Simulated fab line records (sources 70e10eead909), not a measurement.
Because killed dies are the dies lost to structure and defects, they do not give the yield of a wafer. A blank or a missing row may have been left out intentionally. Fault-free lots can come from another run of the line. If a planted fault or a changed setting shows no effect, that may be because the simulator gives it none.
Chamber matching	flow nand-harc	NHARC_A_STAIRCASE_CMP_152 on cmp-02: 4 sister chambers
The step polishes. 4 wafers are shown with their chamber, then 7 later ones without.

== WAFERS, EACH WITH ITS CHAMBER ==
wafer	chamber	motor-current-A (A)
L626.4	1	10.0
L626.5	0	13.1
L632.3	2	11.4
L632.4	3	12.5

== WAFERS MISSING THEIR CHAMBER ==
wafer	motor-current-A (A)
L632.6	12.1
L631.1	10.9
L631.2	11.9
L631.4	12.6
L634.1	11.5
L634.2	13.8
L634.4	10.0

== WHICH CHAMBER EACH WENT THROUGH ==
wafer	from the rows above	in truth
L632.6	can't be placed: 3 or 2 or 0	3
L631.1	can't be placed: 2 or 1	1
L631.2	can't be placed: 2 or 3 or 0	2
L631.4	can't be placed: 3 or 0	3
L634.1	2	2
L634.2	can't be placed: 0 or 3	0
L634.4	1	1
Correct placement for 2 of the 7. From these rows, 5 cannot be placed; in 5 the true chamber is one of the candidates. Number placed wrongly: 0.
How it was worked out, from the rows above alone: a wafer's distance from a chamber is the root of the sum, over the readings, of the square of ((its reading less the chamber's mean) divided by the reading's scatter). The wafer belongs to the nearest chamber; if the next one is less than 2 further off, it can't be placed. A chamber's mean is the mean of its shown wafers. The scatter: root of mean squared gap, hidden wafer to nearest shown wafer, with one shown wafer a chamber.
